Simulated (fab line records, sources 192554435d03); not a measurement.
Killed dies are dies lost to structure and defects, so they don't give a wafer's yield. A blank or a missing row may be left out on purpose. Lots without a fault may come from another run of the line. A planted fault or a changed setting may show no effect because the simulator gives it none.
Which tool did it? | flow n5_finfet | 10 lots, 30 wafers sampled, at 5 steps of a route of 1938

WHAT THE GAUGES READ, wafer by wafer
The record holds no reading of a measuring or inspecting step that can be judged against a usual standard deviation.

WHICH TOOL RAN EACH LOT (tool, then ch and the chambers of the sampled wafers, then the start)
lot  | N5_MIM_BOT_ETCH_ETCH_03           | N5_PASSIVATION_VIA_ETCH_13         | N5_PASSIVATION_ETCH_15                        | N5_PASSIVATION_EXPOSE_41          | N5_PASSIVATION_PROBE_49
L525 | rie_metal-01 ch 0,1, day 13 11:19 | rie_diel-01 ch 0,2,3, day 13 22:11 | rie_diel-01 ch 0,2,3, day 14 01:37 or earlier | krf_scanner-01 ch 0, day 14 01:37 | -
L524 | rie_metal-02 ch 0,1, day 13 11:53 | rie_diel-03 ch 1,3, day 13 15:07   | rie_diel-03 ch 1,3, day 13 18:19 or earlier   | krf_scanner-01 ch 0, day 13 18:19 | -
L528 | rie_metal-02 ch 0,1, day 13 18:46 | rie_diel-01 ch 0,1,2, day 13 20:26 | rie_diel-01 ch 0,1,2, day 13 23:46 or earlier | krf_scanner-01 ch 0, day 13 23:46 | prober-02, day 14 03:25
L530 | rie_metal-03 ch 0,1, day 14 00:01 | rie_diel-03 ch 0,3, day 14 02:57   | rie_diel-03 ch 0,3, day 14 06:06 or earlier   | krf_scanner-01 ch 0, day 14 06:06 | -
L535 | rie_metal-03 ch 0,1, day 15 14:55 | rie_diel-03 ch 0,3, day 15 16:56   | rie_diel-03 ch 0,3, day 15 20:17 or earlier   | krf_scanner-01 ch 0, day 15 20:17 | prober-01, day 15 23:39
L538 | rie_metal-01 ch 0,1, day 15 23:56 | rie_diel-03 ch 1,3, day 16 01:26   | rie_diel-03 ch 1,3, day 16 05:13 or earlier   | krf_scanner-01 ch 0, day 16 05:13 | prober-02, day 16 20:33
L543 | rie_metal-01 ch 0,1, day 17 08:15 | rie_diel-01 ch 0,2,3, day 17 10:44 | rie_diel-01 ch 0,2,3, day 17 13:48 or earlier | krf_scanner-02 ch 0, day 17 13:48 | -
L540 | rie_metal-02 ch 0,1, day 17 10:03 | rie_diel-01 ch 0,1,2, day 17 11:34 | rie_diel-01 ch 0,1,2, day 17 14:55 or earlier | krf_scanner-02 ch 0, day 17 14:55 | -
L544 | rie_metal-01 ch 0,1, day 17 13:14 | rie_diel-01 ch 0,1,2, day 17 14:53 | rie_diel-01 ch 0,1,2, day 17 17:41 or earlier | krf_scanner-02 ch 0, day 17 17:41 | -
L545 | rie_metal-02 ch 1, day 18 10:07   | rie_diel-02 ch 1,2,3, day 18 12:11 | rie_diel-02 ch 1,2,3, day 18 14:55 or earlier | krf_scanner-02 ch 0, day 18 14:55 | -
- N5_MIM_BOT_ETCH_ETCH_03: etches the open film in Cl2/BCl3, target depth 12 nm.
- N5_PASSIVATION_VIA_ETCH_13: etches SiO2 in CHF3/O2, target depth 660 nm, time 330 s.
- N5_PASSIVATION_ETCH_15: etches SiCN in CF4/N2, target depth 75 nm, time 81.2 s.
- N5_PASSIVATION_EXPOSE_41: exposes mask PASS OPEN, defocus 0 nm, target cd 40000 nm.
- N5_PASSIVATION_PROBE_49

WHAT THE TOOLS THEMSELVES READ (means of the sampled wafers that have a number; where no wafer has one, the mark that the record gives instead)
N5_MIM_BOT_ETCH_ETCH_03. Usual: bcl3_flow_sccm 80.07 sccm, standard deviation 0.26; bias_w 99.99 W, standard deviation 0.28; drypump_motor_current_A 5.6 A, standard deviation 0.53; oes_product_au 0.79 a.u., standard deviation 0.044; throttle_valve_pct 27.60 %, standard deviation 0.17.
lot  | tool         | bcl3_flow_sccm (sccm) | bias_w (W) | drypump_motor_current_A (A) | oes_product_au (a.u.) | throttle_valve_pct (%) | flag
L525 | rie_metal-01 | 80.14                 | 100.07     | 5.9                         | 0.77                  | 27.67                  |
L524 | rie_metal-02 | 80.20                 | 99.74      | 5.1                         | 0.79                  | 27.72                  |
L528 | rie_metal-02 | 79.83                 | 100.05     | 5.1                         | 0.78                  | 27.72                  |
L530 | rie_metal-03 | 80.09                 | 100.19     | 5.7                         | 0.84                  | 27.47                  |
L535 | rie_metal-03 | 80.13                 | 99.96      | 5.8                         | 0.82                  | 27.47                  |
L538 | rie_metal-01 | 80.42                 | 100.03     | 5.9                         | 0.76                  | 27.68                  |
L543 | rie_metal-01 | 80.37                 | 100.33     | 6.1                         | 0.79                  | 27.71                  |
L540 | rie_metal-02 | 80.03                 | 99.94      | 5.1                         | 0.76                  | 27.74                  |
L544 | rie_metal-01 | 79.87                 | 100.31     | 6.1                         | 0.78                  | 27.71                  |
L545 | rie_metal-02 | 80.18                 | 99.99      | 5.2                         | 0.76                  | 27.85                  |

N5_PASSIVATION_VIA_ETCH_13. Usual: bias_w 170.0 W, standard deviation 0.52; drypump_motor_current_A 5.9 A, standard deviation 0.33; etch_rf_on_time_s 238 s, standard deviation 4.1; oes_product_au 0.71 a.u., standard deviation 0.062; rf_vpp_V 525 V, standard deviation 6.5; showerhead_plenum_p_Torr 2.39 Torr, standard deviation 0.096; throttle_valve_pct 18.92 %, standard deviation 0.21.
lot  | tool        | bias_w (W) | drypump_motor_current_A (A) | etch_rf_on_time_s (s) | oes_product_au (a.u.) | rf_vpp_V (V) | showerhead_plenum_p_Torr (Torr) | throttle_valve_pct (%) | flag
L525 | rie_diel-01 | 170.1      | 5.8                         | 235                   | 0.70                  | 522          | 2.41                            | 19.01                  |
L524 | rie_diel-03 | 169.5      | 6.0                         | 239                   | 0.68                  | 525          | 2.32                            | 18.73                  |
L528 | rie_diel-01 | 170.3      | 5.9                         | 239                   | 0.74                  | 523          | 2.40                            | 19.02                  |
L530 | rie_diel-03 | 170.5      | 5.7                         | 231                   | 0.71                  | 531          | 2.49                            | 18.65                  |
L535 | rie_diel-03 | 169.5      | 5.7                         | 237                   | 0.70                  | 532          | 2.49                            | 18.68                  |
L538 | rie_diel-03 | 169.6      | 6.0                         | 244                   | 0.67                  | 525          | 2.32                            | 18.75                  |
L543 | rie_diel-01 | 169.7      | 5.8                         | 236                   | 0.68                  | 522          | 2.40                            | 19.06                  |
L540 | rie_diel-01 | 170.2      | 5.9                         | 240                   | 0.71                  | 522          | 2.38                            | 19.07                  |
L544 | rie_diel-01 | 169.9      | 5.9                         | 240                   | 0.70                  | 522          | 2.38                            | 19.07                  |
L545 | rie_diel-02 | 169.9      | 6.0                         | 236                   | 0.71                  | 525          | 2.39                            | 18.94                  |

N5_PASSIVATION_ETCH_15. Usual: bias_w 70.01 W, standard deviation 0.2; drypump_motor_current_A 5.9 A, standard deviation 0.33; oes_product_au 0.79 a.u., standard deviation 0.067; rf_vpp_V 381.9 V, standard deviation 2.3; showerhead_plenum_p_Torr 2.19 Torr, standard deviation 0.089; throttle_valve_pct 15.48 %, standard deviation 0.21.
lot  | tool        | bias_w (W) | drypump_motor_current_A (A) | oes_product_au (a.u.) | rf_vpp_V (V) | showerhead_plenum_p_Torr (Torr) | throttle_valve_pct (%) | flag
L525 | rie_diel-01 | 69.88      | 5.8                         | 0.78                  | 382.0        | 2.21                            | 15.59                  |
L524 | rie_diel-03 | 69.96      | 6.0                         | 0.76                  | 380.5        | 2.13                            | 15.32                  |
L528 | rie_diel-01 | 69.99      | 5.9                         | 0.82                  | 381.7        | 2.19                            | 15.57                  |
L530 | rie_diel-03 | 70.16      | 5.7                         | 0.79                  | 384.3        | 2.29                            | 15.24                  |
L535 | rie_diel-03 | 70.15      | 5.7                         | 0.77                  | 385.0        | 2.28                            | 15.25                  |
L538 | rie_diel-03 | 69.88      | 6.0                         | 0.74                  | 380.1        | 2.12                            | 15.35                  |
L543 | rie_diel-01 | 70.01      | 5.8                         | 0.75                  | 382.1        | 2.20                            | 15.62                  |
L540 | rie_diel-01 | 70.06      | 5.9                         | 0.79                  | 381.4        | 2.19                            | 15.62                  |
L544 | rie_diel-01 | 69.78      | 5.9                         | 0.79                  | 382.3        | 2.18                            | 15.64                  |
L545 | rie_diel-02 | 70.08      | 6.0                         | 0.79                  | 381.1        | 2.19                            | 15.49                  |

N5_PASSIVATION_EXPOSE_41. Usual: exposure_dose_mJ_cm2 57.27, standard deviation 0.057.
lot  | tool           | exposure_dose_mJ_cm2 | flag
L525 | krf_scanner-01 | 57.23                |
L524 | krf_scanner-01 | 57.24                |
L528 | krf_scanner-01 | 57.28                |
L530 | krf_scanner-01 | 57.26                |
L535 | krf_scanner-01 | 58.78                | OFF
L538 | krf_scanner-01 | 58.74                | OFF
L543 | krf_scanner-02 | 57.28                |
L540 | krf_scanner-02 | 57.29                |
L544 | krf_scanner-02 | 57.18                |
L545 | krf_scanner-02 | 57.25                |

N5_PASSIVATION_PROBE_49. Usual: defect_limited_yield 91.3 %, standard deviation 1.4; killed_at_M0_to_M3 33, standard deviation 10; killed_at_M4_up 15, standard deviation 6.1; killed_at_contacts 12, standard deviation 6.7; killed_at_front_end 39, standard deviation 11; killed_at_other 4, standard deviation 3.3; killed_dies 103, standard deviation 16; killed_on_rim 14, standard deviation 4; killed_open 68, standard deviation 12; killed_short 34, standard deviation 7.2; sort_bin_5_function 5.1 %, standard deviation 0.88; sort_bin_6_memory 3.3 %, standard deviation 0.67; sort_n_pass 1077, standard deviation 16; sort_yield_pct 91.3 %, standard deviation 1.4.
lot  | tool      | defect_limited_yield (%) | killed_at_M0_to_M3 | killed_at_M4_up | killed_at_contacts | killed_at_front_end | killed_at_other | killed_dies | killed_on_rim | killed_open | killed_short | sort_bin_5_function (%) | sort_bin_6_memory (%) | sort_n_pass | sort_yield_pct (%) | flag
L528 | prober-02 | 91.1                     | 27                 | 25              | 7                  | 44                  | 2               | 105         | 16            | 67          | 36           | 5.0                     | 3.5                   | 1075        | 91.1               |
L535 | prober-01 | 93.2                     | 32                 | 10              | 9                  | 26                  | 3               | 80          | 13            | 56          | 18           | 4.2                     | 2.2                   | 1100        | 93.2               |
L538 | prober-02 | 91.9                     | 37                 | 12              | 9                  | 37                  | 0               | 95          | 17            | 64          | 31           | 4.7                     | 3.1                   | 1085        | 91.9               |

THE ANSWER, worked out from the rows above alone
Rule: a lot is off if the mean of its wafers that have a number lies more than 3 standard deviations from the usual mean. A lot without any number at a reading at which 4 lots or more have one is off too. The other lots that the step has rows for count as sound. The gauges are gone through in route order, then the tools' own readings, and for those a lot's mean is taken as printed above. The first step at which some lot is off is used, and at that step the reading that is off furthest; a lot without a number counts as furthest.
Off: L535, L538, at N5_PASSIVATION_EXPOSE_41 (exposure_dose_mJ_cm2).
A tool fits if, at that step or a process step before it, it ran every lot that is off, and no sound lot after the first of them. N5_PASSIVATION_ETCH_15 gives no start for some lots, so the hours and the order of its lots are those of N5_PASSIVATION_EXPOSE_41. Can't be told from this: 2 tools fit, rie_diel-03 at N5_PASSIVATION_VIA_ETCH_13 and N5_PASSIVATION_ETCH_15, krf_scanner-01 at N5_PASSIVATION_EXPOSE_41.

WHAT THE SIMULATOR HAD PUT IN
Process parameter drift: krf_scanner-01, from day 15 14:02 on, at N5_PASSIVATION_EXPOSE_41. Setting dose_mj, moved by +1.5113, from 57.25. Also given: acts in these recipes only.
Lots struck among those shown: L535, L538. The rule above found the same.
